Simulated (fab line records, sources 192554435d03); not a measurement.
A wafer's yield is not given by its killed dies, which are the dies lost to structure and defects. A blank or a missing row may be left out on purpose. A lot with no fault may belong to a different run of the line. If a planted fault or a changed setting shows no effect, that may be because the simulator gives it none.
Comparing a struck lot with a sound one	flow n5Finfet	39 out of 1938 route steps
Sound: these wafers, L746.1, L746.2, L746.5. The struck wafers were L761.2, L761.4, L761.6. The cause comes at the end.
For every step that has rows: the tool of each side, followed by ch and its chambers, followed by its first start. Under that, the readings that differ: sound wafers	struck wafers	difference of the means	sigmas: that difference in standard deviations of wafers without a fault.
alike: words and numbers the same on both sides, and readings whose means are apart by under 2 such deviations; not compared: readings that were withheld, readings missing a value for some wafer, numbers with overlapping values and no deviation given by the record, and bounds like >300 which may hide the same value.
The two part at a step that has a row with sigmas, a row that says differs or no value, or rows on one side only. Non-overlapping numbers with no deviation appear without sigmas and do not part them. A reading missing from all wafers of one side parts the sides only when that side holds two or more wafers.

first, 9 steps without rows for these wafers: N5_HKMG_FIN_DESCUM_17 (chemistry O2, time 7.9 s); N5_HKMG_FIN_ETCH_31 (etches SiARC in CF4, target depth 45.5 nm, time 75.8 s); N5_HKMG_FIN_ETCH_32 (etches SOC in N2/H2, target depth 240 nm, time 300 s); N5_HKMG_FIN_STRIP_33 (strips in N2/H2); N5_HKMG_FIN_STRIP_34 (strips in CF4); N5_HKMG_FIN_ETCH_35 (etches SOC in N2/H2, target depth 215.8 nm, time 243.4 s); N5_HKMG_FIN_STRIP_92 (strips SOC in N2/H2, time 20 s); N5_HKMG_FIN_WET_ETCH_18 (etches TiN in SC1, time 55 s, target depth 5.2 nm, rinse time 30 s); N5_HKMG_FIN_STRIP_19 (strips in N2/H2, time 360 s).
N5_HKMG_FIN_ALD_91: deposits TiN, target thk 1 nm, pulse time 1 s, purge time 3 s.
  sound on aldMetal-02 ch 0,1,2, day 5 23:07; struck on aldMetal-02 ch 1,2,3, day 9 17:25
  no value came back on the struck wafers for any of 5 readings (aldCycles, chamberPressureTorr (Torr) and others); on the sound wafers aldCycles reads 47 47 47
then, 27 steps without rows for these wafers: N5_HKMG_FIN_COAT_85 (time 60 s, resist thk 300 nm); N5_HKMG_FIN_ETCH_86 (etches SOC in N2/H2, stops on TiN, target depth 393.2 nm); N5_HKMG_FIN_STRIP_89 (strips SOC in N2/H2, time 20 s); N5_HKMG_FIN_WET_ETCH_87 (etches TiN in SC1, time 154.2 s, target depth 4.7 nm, rinse time 30 s); N5_HKMG_FIN_STRIP_88 (strips in N2/H2, time 360 s); N5_HKMG_FIN_NWFM_ALD_20 (deposits TiAlC, target thk 2 nm, pulse time 3 s, purge time 2 s); N5_HKMG_FIN_ALD_71 (deposits TiN, target thk 1 nm, pulse time 1 s, purge time 3 s); N5_HKMG_FIN_COAT_66 (time 60 s, resist thk 300 nm); N5_HKMG_FIN_ETCH_67 (etches SOC in N2/H2, stops on TiN, target depth 388.9 nm); N5_HKMG_FIN_STRIP_90 (strips SOC in N2/H2, time 20 s); N5_HKMG_FIN_WET_ETCH_73 (etches the open film in SC1, time 42.3 s, target depth 1.3 nm, rinse time 30 s); N5_HKMG_FIN_ETCHBACK_68 (etches the open film in Cl2/Ar, stops on HfO2, target depth 0.5 nm); N5_HKMG_FIN_STRIP_69 (strips in N2/H2, time 360 s); N5_HKMG_FIN_ALD_21 (deposits TiN, target thk 1.5 nm, pulse time 1 s, purge time 3 s); N5_HKMG_FIN_ALD_72 (deposits W, target thk 2 nm, pulse time 1 s, purge time 2 s); N5_HKMG_FIN_W_FILL_22 (material W, target thk 60 nm, time 18.2 s); N5_HKMG_FIN_PRECLEAN_83 (cleans in DIW, time 57.5 s); N5_HKMG_FIN_SRD_84 (dry time 32 s); N5_HKMG_FIN_CMP_23 (polishes, stops on SiNx, t overpolish 10 s, target thk 46.326 nm); N5_HKMG_FIN_CMP_94 (polishes, stops on SiNx, t overpolish 4.7 s, target thk 43.299 nm); N5_GATE_CUT_ETCHBACK_00 (etches W in SF6/Cl2); N5_GATE_CUT_ETCH_56 (etches TiN in Cl2/Ar, target depth 21.6 nm); N5_GATE_CUT_ETCHBACK_30 (etches TiN in Cl2/Ar, target depth 3 nm); N5_GATE_CUT_VAPOR_ETCH_60 (etches HfO2 in BCl3/Cl2); N5_GATE_CUT_ETCH_58 (etches SiNx in CH3F/O2, target depth 17 nm, time 128.6 s); N5_GATE_CUT_STRIP_59 (strips in N2/H2, time 20 s); N5_GATE_CUT_PRECLEAN_31 (cleans in DIW, time 300 s).
-- the record jumps here: 4 days lie between the struck wafers' starts before and after (it left off in module GATE_CUT and takes up again in module BEOL_M4, whose first step shown is number 1111 of the route) --
N5_BEOL_M4_RC_MEAS_101:
  sound on prober-01 ch 0, day 9 18:40; struck on prober-02 ch 0, day 13 22:02
reading	sound	struck	difference	sigmas
IGATE_N (nA/um)	0.0097 0.0126 0.0121	0.1009 0.0839 0.0861	+0.0788	+44
IOFF_N (nA/um)	0.203 0.127 0.148	23.246 25.496 21.800	+23.355	+99 or more
IOFF_N_85C (nA/um)	3.8 2.5 2.9	202.4 220.2 194.1	+202.5	+99 or more
IOFF_N_LIN (nA/um)	0.090 0.061 0.070	10.704 11.689 10.192	+10.788	+99 or more
IOFF_N_LONG (nA/um)	5.58e-05 5.57e-05 5.52e-05	0.0076311 0.0076541 0.0077041	+0.0076075	+99 or more
IOFF_P (nA/um)	0.24 0.16 0.18	0.04 0.04 0.04	-0.15	-5
IOFF_P_85C (nA/um)	4.1 2.9 3.2	0.9 0.9 0.9	-2.5	-5
IOFF_P_LIN (nA/um)	0.104 0.079 0.087	0.020 0.020 0.019	-0.070	-6
IOFF_P_LONG (nA/um)	9.5e-05 9.7e-05 9.4e-05	4.7e-05 4.8e-05 5.2e-05	-4.6e-05	-5
ION_N (uA/um)	691 656 670	936 951 934	+268	+30
ION_P (uA/um)	460 451 460	389 393 387	-67	-9
VT_N (mV)	245.2 254.4 247.3	108.4 105.4 109.8	-141.1	-50
VT_N_LONG (mV)	275.0 274.4 275.3	130.5 132.0 131.3	-143.6	-84
VT_N_LVT (mV)	94.4 100.2 98.1	-43.4 -45.8 -42.9	-141.6	-54
VT_P (mV)	-249 -255 -256	-296 -295 -296	-42	-12
VT_P_LONG (mV)	-277.8 -278.3 -278.1	-319.1 -316.8 -319.5	-40.4	-13
VT_P_LVT (mV)	-97.3 -102.3 -99.5	-145.3 -145.5 -146.1	-45.9	-16
  alike: DIBL_N, DIBL_P, SS_N, SS_P
-- a jump in the record: the struck wafers' starts before and after are 5 days apart (it breaks off in module BEOL_M4 and resumes in module PASSIVATION, where the first step shown is number 1936 of the route) --
N5_PASSIVATION_PROBE_49:
  sound on prober-02, day 13 17:59; struck on prober-01, day 18 20:22
reading	sound	struck	difference	sigmas
sort_bin_4_leakage (%)	0 0 0	92.97 91.61 92.46	+92.35	
sortNPass	1101 1070 1076	0 0 0	-1082	-64
sortYieldPct (%)	93.3 90.7 91.2	0 0 0	-92	-66
  alike: defectLimitedYield, killed_at_M0_to_M3, killed_at_M4_up, killedAtContacts, killedAtFrontEnd, killedAtOther, killedDies, killedOnRim, killedOpen, killedShort, sort_bin_5_function, sort_bin_6_memory

== WHERE THEY PART ==
Earliest at N5_HKMG_FIN_ALD_91; latest, in this record, at N5_PASSIVATION_PROBE_49.

WHY: what the simulator had put in
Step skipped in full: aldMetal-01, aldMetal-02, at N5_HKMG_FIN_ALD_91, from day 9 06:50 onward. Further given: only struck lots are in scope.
